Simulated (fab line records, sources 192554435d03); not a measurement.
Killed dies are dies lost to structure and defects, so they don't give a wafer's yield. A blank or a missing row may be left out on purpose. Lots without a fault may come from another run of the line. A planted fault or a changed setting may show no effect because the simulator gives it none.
Chamber matching | flow n5_finfet | N5_HKMG_FIN_STRIP_93 on rie_diel-06: 4 sister chambers
The step strips SOC in N2/H2, time 20 s. 18 wafers are shown with their chamber, then 9 later ones without.

WAFERS WITH THEIR CHAMBER
wafer  | chamber | showerhead_plenum_p_Torr (Torr) | throttle_valve_pct (%) | oes_product_au (a.u.)
L074.2 | 1       | 3.42                            | 19.0                   | 0.95
L074.3 | 0       | 3.56                            | 18.4                   | 0.93
L074.5 | 2       | 3.24                            | 18.8                   | 0.74
L077.1 | 2       | 3.23                            | 18.9                   | 0.75
L077.3 | 1       | 3.42                            | 19.0                   | 0.93
L077.4 | 0       | 3.56                            | 18.5                   | 0.91
L080.1 | 0       | 3.55                            | 18.5                   | 0.90
L080.2 | 3       | 3.57                            | 19.1                   | 0.93
L080.4 | 1       | 3.41                            | 19.1                   | 0.91
L087.2 | 3       | 3.56                            | 19.1                   | 0.93
L087.3 | 0       | 3.55                            | 18.5                   | 0.88
L087.4 | 1       | 3.41                            | 19.1                   | 0.92
L088.3 | 2       | 3.22                            | 18.9                   | 0.73
L088.4 | 0       | 3.55                            | 18.5                   | 0.88
L088.6 | 2       | 3.22                            | 18.9                   | 0.73
L089.4 | 0       | 3.55                            | 18.5                   | 0.87
L089.5 | 0       | 3.55                            | 18.5                   | 0.87
L089.6 | 3       | 3.56                            | 19.1                   | 0.91

SIGNATURES (means of the wafers above)
reading                  | chamber 0 | chamber 1 | chamber 2 | chamber 3 | scatter within a chamber
showerhead_plenum_p_Torr | 3.5529    | 3.4150    | 3.2275    | 3.5633    | 0.00646
throttle_valve_pct       | 18.486    | 19.050    | 18.875    | 19.100    | 0.0432
oes_product_au           | 0.8914    | 0.9275    | 0.7375    | 0.9233    | 0.0179
Rule: a wafer's distance from a chamber is the root of the sum, over the readings, of the square of ((its reading less the chamber's mean) divided by the reading's scatter). The wafer belongs to the nearest chamber; if the next one is less than 2 further off, it can't be placed. The scatter: the root of (the sum of the squares of (reading less its chamber's mean) over the shown wafers, divided by (wafers less chambers)).

WAFERS WITHOUT THEIR CHAMBER
wafer  | showerhead_plenum_p_Torr (Torr) | throttle_valve_pct (%) | oes_product_au (a.u.)
L090.3 | 3.54                            | 18.5                   | 0.86
L090.4 | 3.41                            | 19.1                   | 0.90
L090.5 | 3.54                            | 18.5                   | 0.85
L092.1 | 3.40                            | 19.1                   | 0.90
L092.2 | 3.54                            | 18.5                   | 0.84
L092.3 | 3.55                            | 19.1                   | 0.89
L093.1 | 3.22                            | 18.9                   | 0.72
L093.2 | 3.54                            | 18.5                   | 0.86
L093.3 | 3.55                            | 19.1                   | 0.88

WHICH CHAMBER EACH WENT THROUGH
wafer  | from the rows above | in truth
L090.3 | 0                   | 0
L090.4 | 1                   | 1
L090.5 | 0                   | 0
L092.1 | 1                   | 1
L092.2 | 0                   | 0
L092.3 | 3                   | 3
L093.1 | 2                   | 2
L093.2 | 0                   | 0
L093.3 | 3                   | 3
Placed correctly: 9 of 9. Can't be placed from these rows: 0. Placed wrongly: 0.
